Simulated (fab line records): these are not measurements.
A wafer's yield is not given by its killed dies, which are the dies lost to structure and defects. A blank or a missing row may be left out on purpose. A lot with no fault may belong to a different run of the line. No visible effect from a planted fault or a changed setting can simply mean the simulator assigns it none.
A lot that was struck, set against a sound lot -- flow n5-finfet -- 17 steps out of a route of 1938
Sound: wafers L125.1, L125.3, L125.5. Struck: wafer L129.1 (L129.4, L129.5, from the same lot, were not struck and are left out); the cause is given at the end.
Per side, at each step with rows, come the tool, then ch with its chambers, and then its first start. Under that, the readings that differ: sound wafers -- struck wafers -- difference of the means -- sigmas: that difference in standard deviations of wafers without a fault.
alike: readings with means less than 2 such deviations apart, plus words and numbers identical on both sides. not compared: withheld readings, readings lacking a value on some wafer, bounds such as >300 that could conceal the same value, and numbers that have no deviation in the record and whose values overlap.
A row with sigmas, a row that says differs or no value, or rows on one side alone: a step with any of these is where the two part. When numbers do not overlap yet have no deviation, they are printed without sigmas and do not part them. A reading that every wafer of one side lacks parts them only if that side has two wafers or more.

first, 1 step without rows for these wafers: N5_ZERO_LAYER_SRD_01 (time 30 s, dry time 30 s).
N5_ZERO_LAYER_PECVD_02: deposits SiO2 from SiH4/N2O, target thk 10 nm, time 6 s.
  sound on pecvd-03 ch 0,1,2, day 3 06:17; struck on pecvd-01 ch 1, day 4 06:17
reading,sound,struck,difference,sigmas
heater-power-w (W),816 740 832,949,+153,+2
showerhead-plenum-p-Torr (Torr),7.98 8.15 8.03,8.30,+0.25,+2
  alike: heater-power-outer-w
then, 8 steps without rows for these wafers: N5_ZERO_LAYER_HMDS_04 (time 60 s); N5_ZERO_LAYER_COAT_05 (resist thk 1000 nm); N5_ZERO_LAYER_EBR_07; N5_ZERO_LAYER_SOFTBAKE_06 (time 90 s); N5_ZERO_LAYER_EXPOSE_08 (exposes mask ZERO, defocus 0 nm, target cd 2000 nm); N5_ZERO_LAYER_PEB_09; N5_ZERO_LAYER_DEVELOP_10 (develop time 60 s); N5_ZERO_LAYER_HARDBAKE_23 (time 120 s).
N5_ZERO_LAYER_CD_MEAS_11: the cd target is 2000 nm.
  sound on cd-sem-01 ch 0, day 3 06:38; struck on cd-sem-01 ch 0, day 4 06:40
  alike: cd-nm
N5_ZERO_LAYER_DESCUM_16: chemistry O2, time 7.9 s.
  sound on rie-diel-02 ch 1,2, day 3 06:43; struck on rie-diel-02 ch 1, day 4 06:47
  alike: bias-power-w, drypump-motor-current-A, oes-product-au, rf-vpp-V, showerhead-plenum-p-Torr, throttle-valve-pct
  not compared: rf-hours-counter-h
N5_ZERO_LAYER_ETCH_17: etches SiO2 in CF4, target depth 12 nm, time 13.3 s.
  sound on rie-diel-02 ch 1,2, day 3 06:45; struck on rie-diel-02 ch 1, day 4 06:49
reading,sound,struck,difference,sigmas
oes-product-au (a.u.),0.85 0.72 0.85,1.15,+0.34,+5
model.coat_of_ZERO_LAYER_COAT_05.thk-nm (nm),973.7 973.6 972.8,961.9,-11.5,
model.etch.depth-nm (nm),12.23 11.69 12.26,19.47,+7.41,
  alike: drypump-motor-current-A, rf-vpp-V, showerhead-plenum-p-Torr, throttle-valve-pct
  not compared: rf-hours-counter-h
N5_ZERO_LAYER_ETCH_18: etches Si in HBr/Cl2, target depth 120 nm, time 40 s.
  sound on rie-si-03 ch 0,1,2, day 3 06:49; struck on rie-si-03 ch 0, day 4 06:53
reading,sound,struck,difference,sigmas
model.coat_of_ZERO_LAYER_COAT_05.thk-nm (nm),934.1 933.7 934,922.7,-11.2,
  alike: drypump-motor-current-A, oes-product-au, throttle-valve-pct
  not compared: rf-hours-counter-h
N5_ZERO_LAYER_STRIP_24: strips in O2.
  sound on plasma-asher-01 ch 0,1, day 3 06:55; struck on plasma-asher-02 ch 1, day 4 07:00
reading,sound,struck,difference,sigmas
heater-power-w (W),323 323 320,371,+49,+2
strip-time-to-endpoint-s (s),43.95 43.95 43.96,43.62,-0.33,-3
  alike: drypump-motor-current-A, oes-product-au
  not compared: rf-hours-counter-h
-- here the record skips 7 days between the struck wafers' starts before and after, leaving off in module ZERO_LAYER and picking up in module BEOL_M4 (first step shown: number 1111 of the route) --
N5_BEOL_M4_RC_MEAS_101:
  sound on prober-01 ch 0, day 9 23:41; struck on prober-02 ch 0, day 11 00:58
reading,sound,struck,difference,sigmas
VT_P (mV),-253 -250 -249,-257,-6,-2
  alike: DIBL_N, DIBL_P, IOFF_N, IOFF_P, ION_N, ION_P, SS_N, SS_P, VT_N
N5_PASSIVATION_PROBE_49:
  rows exist in the record for the sound wafers here (prober-02, day 14 17:16), none for the struck ones

## WHERE THEY PART
First at N5_ZERO_LAYER_PECVD_02; last, within this record, at N5_PASSIVATION_PROBE_49.

WHY: what the simulator had put in
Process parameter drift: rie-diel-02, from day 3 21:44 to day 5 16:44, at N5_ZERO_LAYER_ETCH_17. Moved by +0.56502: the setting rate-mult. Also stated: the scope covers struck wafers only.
